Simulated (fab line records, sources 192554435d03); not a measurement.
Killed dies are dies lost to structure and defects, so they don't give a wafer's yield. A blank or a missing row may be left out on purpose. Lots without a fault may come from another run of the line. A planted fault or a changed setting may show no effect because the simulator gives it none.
fab line records | flow n5_finfet
record lots=7 wafers=21
route steps=1938 shown BEOL_M15@1809 PASSIVATION@1930
start_h: hours from the record's first day to the start of the lot's first wafer shown | wait_h: hours since the lot's step before | " the same as in the row above | L1.1+2: a row that stands for several wafers | - no value, or no start given | * or withheld: withheld | < > ~ a bound
route shown NAME@n: a module of which the file shows steps, and the number in the route of the first | usual: mean/standard deviation of fault-free wafers | same: alike in all rows | chamber/n: place in a boat | sites: the reading at each site | _std_site: their standard deviation | _edge_site: outer sites' mean less inner sites' | radius_mm: how far each site lies from the wafer's centre | mask NAME#n: copy n | behind: the tool/chamber that last shaped the wafer | hold: why the lot was held/for how many hours/how that ended | device: the transistor (n, p or np) that didn't switch | end of line: the same wafers' tests at the end of the route | a step without rows: its recipe alone | killed: dies lost to structure and defects at the first sort, not the wafer's yield | map: a wafer's dies, x killed, . not, _ none there
set.NAME: the setting as run; set.NAME@STEP: as run at that earlier step | model.NAME: the simulator's own value behind a step, which no gauge read
lots whose settings were changed on purpose; a table a step, a row a wafer
## steps
# step N5_BEOL_M15_TRENCH_ETCH_34
# recipe chemistry=C4F8/O2/Ar target=SiO2 target_depth_a=8729.3 he_inner_torr=15 he_outer_torr=30 time_s=199 ion_energy_ev=800 pressure_mtorr=20 source_w=1905 bias_w=2040 Ar_flow_sccm=400 C4F8_flow_sccm=16 O2_flow_sccm=12
# columns lot.wafer tool chamber start_h wait_h set.time_s model.etch.depth_nm
L079.1 rie_diel-01 1 311.31 0.0 199 857.1
L079.3 " 0 " " 199 883.6
L079.6 " 0 " " 199 880.6
L082.3 rie_diel-06 1 333.73 0.0 154.3 709.8
L082.4 " 3 " " 199 900.8
L082.5 " 2 " " 199 862.5
L080.1 rie_diel-01 0 352.10 0.0 199 876.9
L080.2 " 1 " " 228 992
L080.4 " 3 " " 199 859.6
L083.2 rie_diel-01 2 355.05 0.0 199 886.3
L083.3 " 3 " " 199 848.4
L083.6 " 3 " " 199 849.8
L092.1 rie_diel-02 3 393.93 0.0 199 886.2
L092.5 " 1 " " 199 882.6
L092.6 " 3 " " 199 884.2
L090.3 rie_diel-01 2 410.88 0.0 199 893.8
L090.5 " 0 " " 238.1 1047
L090.6 " 1 " " 199 851.9
L096.2 rie_diel-02 0 421.48 0.1 199 838.9
L096.3 " 0 " " 199 843.9
L096.6 " 1 " " 199 881.4
# step N5_BEOL_M15_STRIP_36
# recipe chemistry=O2 power_w=600 temp_c=60 pressure_mtorr=30 rf_frequency_hz=6e+07 bias_power_w=0 overash_fraction=0.3 o2_flow_sccm=225
# step N5_BEOL_M15_ECD_47
# recipe material=Cu target_thk_a=18600
# step N5_BEOL_M15_ANNEAL_48
# recipe temp_c=225 time_s=90 ambient=N2
# step N5_BEOL_M15_CMP_49
# recipe stop_on=SiO2 t_overpolish_s=4.9 down_force_psi=2 platen_rpm=80 clearing_platen_down_force_psi=2 clearing_platen_rpm=80 post_cmp_clean=cu_alkaline target_thk_nm=850 clearing_platen_pad_velocity_m_s=1.5917 pad_velocity_m_s=1.5917
# columns lot.wafer tool chamber start_h wait_h set.time_s@BEOL_M15_TRENCH_ETCH_34 model.Cu_of_BEOL_M15_ECD_47.thk_nm
L079.3 cmp-03 3 315.28 0.2 199 860.4
L079.1 " 1 " " 199 834.2
L079.6 " 0 " " 199 857.2
L082.3 cmp-03 2 337.26 0.2 154.3 684.8
L082.4 " 0 " " 199 876.6
L082.5 " 2 " " 199 837.4
L080.2 cmp-01 2 359.46 0.2 228 968.6
L080.1 " 3 " " 199 855.2
L080.4 " 1 " " 199 834.8
L083.3 cmp-04 0 361.11 0.2 199 824.2
L083.2 " 3 " " 199 860
L083.6 " 0 " " 199 825.4
L092.1 cmp-01 2 397.48 0.3 199 860.4
L092.6 " 0 " " 199 861.8
L092.5 " 1 " " 199 857.2
L090.3 cmp-03 0 418.02 0.3 199 870
L090.5 " 3 " " 238.1 1025
L090.6 " 0 " " 199 829.2
L096.3 cmp-03 2 428.54 0.2 199 819.4
L096.2 " 3 " " 199 816.4
L096.6 " 1 " " 199 857.6
# step N5_BEOL_M15_THK_MEAS_50
# recipe thk_meas_gauge=xrf reads=Cu_of_BEOL_M15_ECD_47
# usual M15_THK=833/19
# columns lot.wafer tool chamber start_h wait_h set.time_s@BEOL_M15_TRENCH_ETCH_34 M15_THK[nm]
L079.1 film_metro-01 - 315.57 - 199 814
L079.3 " - " " 199 838
L079.6 " - " " 199 837
L082.3 film_metro-01 - 337.56 - 154.3 667
L082.4 " - " " 199 848
L082.5 " - " " 199 813
L080.1 film_metro-02 - 359.76 - 199 848
L080.2 " - " " 228 959
L080.4 " - " " 199 826
L083.2 film_metro-01 - 361.40 - 199 838
L083.3 " - " " 199 805
L083.6 " - " " 199 803
L092.1 film_metro-02 - 397.70 - 199 856
L092.5 " - " " 199 853
L092.6 " - " " 199 857
L090.3 film_metro-01 - 418.28 - 199 856
L090.5 " - " " 238.1 1003
L090.6 " - " " 199 817
L096.2 film_metro-02 - 428.80 - 199 809
L096.3 " - " " 199 811
L096.6 " - " " 199 849
# step N5_BEOL_M15_PRE_CLEAN_52
# recipe gas=NH3 time_s=15 temp_c=withheld rf_power_w=300
# step N5_BEOL_M15_DEP_53
# recipe material=SiCN target_thk_a=500 temp_c=withheld precursor=3MS/NH3 pressure_torr=3 rf_w=675 time_s=17.8
# step N5_BEOL_M15_RS_MEAS_54
# recipe thk_meas_gauge=four-point-probe reads=Cu_of_BEOL_M15_ECD_47+Ta_of_BEOL_M15_SPUTTER_44+TaN_of_BEOL_M15_SPUTTER_43
# usual M15_RS=0.0216/0.00044
# columns lot.wafer tool chamber start_h wait_h set.time_s@BEOL_M15_TRENCH_ETCH_34 M15_RS[ohm/sq]
L079.1 film_metro-01 - 315.70 0.0 199 0.0221
L079.3 " - " " 199 0.0213
L079.6 " - " " 199 0.0214
L082.3 film_metro-01 - 337.69 0.1 154.3 0.0269
L082.4 " - " " 199 0.0209
L082.5 " - " " 199 0.0219
L080.1 film_metro-02 - 359.88 0.0 199 0.0215
L080.2 " - " " 228 0.0189
L080.4 " - " " 199 0.0219
L083.2 film_metro-02 - 361.53 0.1 199 0.0213
L083.3 " - " " 199 0.0222
L083.6 " - " " 199 0.0222
L092.1 film_metro-02 - 397.86 0.1 199 0.0213
L092.5 " - " " 199 0.0214
L092.6 " - " " 199 0.0212
L090.3 film_metro-02 - 418.41 0.1 199 0.0210
L090.5 " - " " 238.1 0.0178
L090.6 " - " " 199 0.0221
L096.2 film_metro-02 - 428.92 0.1 199 0.0224
L096.3 " - " " 199 0.0224
L096.6 " - " " 199 0.0214
# step N5_PASSIVATION_ETCH_54
# recipe chemistry=CHF3/O2 target=SiO2 target_depth_a=8800 CHF3_flow_sccm=50 O2_flow_sccm=5 Ar_flow_sccm=200 time_s=440 mask_material=PR pressure_mtorr=30 source_w=650 bias_w=170 ion_energy_ev=200
# usual rf_vpp_V=525/6
# columns lot.wafer tool chamber start_h wait_h set.source_w rf_vpp_V model.PASSIVATION.feature_depth_nm model.etch.depth_nm
L079.1 rie_diel-04 3 333.53 0.1 766.7 480 956 955.9
L079.3 " 2 " " 650 529 890.8 890.8
L079.6 " 0 " " 766.7 487 954.6 954.5
L082.3 rie_diel-03 2 352.76 0.1 609 537 829.2 829.2
L082.4 " 1 " " 650 513 890.2 890.1
L082.5 " 1 " " 609 530 868 868.1
L080.1 rie_diel-05 2 372.70 0.1 650 530 893.8 893.7
L080.2 " 0 " " 710 498 923.2 923.2
L080.4 " 1 " " 710 508 924 924
L083.2 rie_diel-04 2 373.62 0.1 650 529 879.6 879.6
L083.3 " 0 " " 650 528 886 885.9
L083.6 " 3 " " 650 520 889.8 889.8
L092.1 rie_diel-04 1 410.04 0.1 650 527 917.2 917.2
L092.5 " 1 " " 650 528 911.2 911.2
L092.6 " 0 " " 650 527 900.2 900.1
L090.3 rie_diel-05 3 429.91 0.1 703.7 500 903.2 903.2
L090.5 " 3 " " 650 520 880.6 880.6
L090.6 " 0 " " 650 520 892.2 892.1
L096.2 rie_diel-05 2 439.63 0.1 704 511 917.8 917.7
L096.3 " 3 " " 650 520 871.8 871.9
L096.6 " 2 " " 704 509 920 920.1
## key
split step=N5_BEOL_M15_TRENCH_ETCH_34 setting=time_s stated=199 by=wafer
response step=N5_BEOL_M15_TRENCH_ETCH_34 reading=model.etch.depth_nm change=+8.24 per=1% r=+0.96
response step=N5_BEOL_M15_CMP_49 reading=model.Cu_of_BEOL_M15_ECD_47.thk_nm change=+8.26 per=1% r=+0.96
response step=N5_BEOL_M15_THK_MEAS_50 reading=M15_THK change=+7.92 per=1% r=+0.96
response step=N5_BEOL_M15_RS_MEAS_54 reading=M15_RS change=-0.000215 per=1% r=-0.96
split step=N5_PASSIVATION_ETCH_54 setting=source_w stated=650 by=wafer
response step=N5_PASSIVATION_ETCH_54 reading=rf_vpp_V change=-2.47 per=1% r=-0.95
response step=N5_PASSIVATION_ETCH_54 reading=model.PASSIVATION.feature_depth_nm change=+3.81 per=1% r=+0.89
response step=N5_PASSIVATION_ETCH_54 reading=model.etch.depth_nm change=+3.81 per=1% r=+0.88
